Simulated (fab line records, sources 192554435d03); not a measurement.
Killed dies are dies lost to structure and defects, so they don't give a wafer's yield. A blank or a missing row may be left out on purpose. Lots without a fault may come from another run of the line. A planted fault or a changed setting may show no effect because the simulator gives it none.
Split-lot experiment | flow n5_finfet | 7 lots, 39 wafers read, on a route of 1938 steps

THE SPLIT
At N5_HKMG_FIN_ALD_91 (deposits TiN, target thk 1 nm, pulse time 1 s, purge time 3 s), the setting ald_cycles was moved away from the recipe's 47 on 15 of the 39 wafers read, by -36.2% to +59.6%. The other wafers ran this setting at the recipe's value.

The reading is taken at the split's own step.

THE READING
TiN_of_HKMG_FIN_ALD_91.thk_nm (the simulator's own value, which no gauge read), in nm, at N5_HKMG_FIN_ALD_91 (deposits TiN, target thk 1 nm, pulse time 1 s, purge time 3 s). The file gives no usual value for it.

wafer  | tool, chamber at the split | ald_cycles as run | against the recipe | TiN_of_HKMG_FIN_ALD_91.thk_nm, nm | against lot-mates on the recipe
L074.1 | ald_metal-01, 0,1,3        | 56                | +19.1%             | 1.2                               | +0.2
L074.5 | ald_metal-01, 0,1,3        | 56                | +19.1%             | 1.2                               | +0.2
L074.6 | ald_metal-01, 0,1,3        | 56                | +19.1%             | 1.2                               | +0.2
L074.2 | ald_metal-01, 1,3,0        | 47                | recipe             | 1                                 | -
L074.3 | ald_metal-01, 1,3,0        | 47                | recipe             | 1                                 | -
L074.4 | ald_metal-01, 1,3,0        | 47                | recipe             | 1                                 | -
L075.1 | ald_metal-01, 3,1,0        | 47                | recipe             | 1                                 | -
L075.2 | ald_metal-01, 3,1,0        | 47                | recipe             | 1                                 | -
L075.3 | ald_metal-01, 3,1,0        | 47                | recipe             | 1                                 | -
L075.4 | ald_metal-01, 1,3,0        | 75                | +59.6%             | 1.6                               | +0.6
L075.5 | ald_metal-01, 1,3,0        | 75                | +59.6%             | 1.6                               | +0.6
L075.6 | ald_metal-01, 1,3,0        | 75                | +59.6%             | 1.6                               | +0.6
L077.1 | ald_metal-03, 0,3,2,1,2,3  | 47                | recipe             | 1                                 | -
L077.2 | ald_metal-03, 0,3,2,1,2,3  | 47                | recipe             | 1                                 | -
L077.3 | ald_metal-03, 0,3,2,1,2,3  | 47                | recipe             | 1                                 | -
L077.4 | ald_metal-03, 0,3,2,1,2,3  | 47                | recipe             | 1                                 | -
L077.5 | ald_metal-03, 0,3,2,1,2,3  | 47                | recipe             | 1                                 | -
L077.6 | ald_metal-03, 0,3,2,1,2,3  | 47                | recipe             | 1                                 | -
L082.1 | ald_metal-04, 0,3,0        | 47                | recipe             | 1                                 | -
L082.4 | ald_metal-04, 0,3,0        | 47                | recipe             | 1                                 | -
L082.5 | ald_metal-04, 0,3,0        | 47                | recipe             | 1                                 | -
L084.1 | ald_metal-01, 0,2,1        | 47                | recipe             | 1                                 | -
L084.4 | ald_metal-01, 0,2,1        | 47                | recipe             | 1                                 | -
L084.5 | ald_metal-01, 0,2,1        | 47                | recipe             | 1                                 | -
L084.2 | ald_metal-01, 3,1,0        | 35                | -25.5%             | 0.8                               | -0.2
L084.3 | ald_metal-01, 3,1,0        | 35                | -25.5%             | 0.8                               | -0.2
L084.6 | ald_metal-01, 3,1,0        | 35                | -25.5%             | 0.8                               | -0.2
L088.1 | ald_metal-04, 3,0,3        | 47                | recipe             | 1                                 | -
L088.3 | ald_metal-04, 3,0,3        | 47                | recipe             | 1                                 | -
L088.5 | ald_metal-04, 3,0,3        | 47                | recipe             | 1                                 | -
L088.2 | ald_metal-04, 2,1,0        | 60                | +27.7%             | 1.2                               | +0.2
L088.4 | ald_metal-04, 2,1,0        | 60                | +27.7%             | 1.2                               | +0.2
L088.6 | ald_metal-04, 2,1,0        | 60                | +27.7%             | 1.2                               | +0.2
L095.1 | ald_metal-04, 2,3,1        | 30                | -36.2%             | 0.6                               | -0.4
L095.2 | ald_metal-04, 2,3,1        | 30                | -36.2%             | 0.6                               | -0.4
L095.4 | ald_metal-04, 2,3,1        | 30                | -36.2%             | 0.6                               | -0.4
L095.3 | ald_metal-04, 0,0,1        | 47                | recipe             | 1                                 | -
L095.5 | ald_metal-04, 0,0,1        | 47                | recipe             | 1                                 | -
L095.6 | ald_metal-04, 0,0,1        | 47                | recipe             | 1                                 | -
Where a row lists several chambers, the file gives one row for several wafers and doesn't say which wafer went through which chamber.

THE FIT
A straight line over all 39 wafers: TiN_of_HKMG_FIN_ALD_91.thk_nm changes by +0.00976 nm for each +1% of ald_cycles; r = +0.99; the points scatter about the line by 0.028 nm.
The same after taking each lot's own level away (the mean of its wafers on the recipe; 39 wafers): +0.00976 nm for each +1%; r = +0.99; scatter 0.028 nm.
On that fit, the largest move of ald_cycles shifts the reading by 0.58 nm.
The lots' own levels span 1.00 to 1.00 nm.
So the lot-to-lot level changes the slope little: the two slopes agree.
Check: with one of the wafers moved furthest among these (+59.6%) left out of the fit, the line predicts +0.574 nm for it against its lot-mates. It came out at +0.6 nm against them.

OTHER SPLITS ON THESE WAFERS
These wafers also went through other splits before the reading. Each is held against what the fit with the lots' levels taken away leaves over:
other split on the same wafers | wafers away from the commonest value | r with TiN_of_HKMG_FIN_ALD_91.thk_nm (lot level and that fit taken away)
N5_FIN_SAQP_ALD_61 ald_cycles  | 12                                   | -0.29

THE FILE'S OWN FIT
TiN_of_HKMG_FIN_ALD_91.thk_nm changes by +0.00974 nm for each +1% of ald_cycles, r = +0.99.
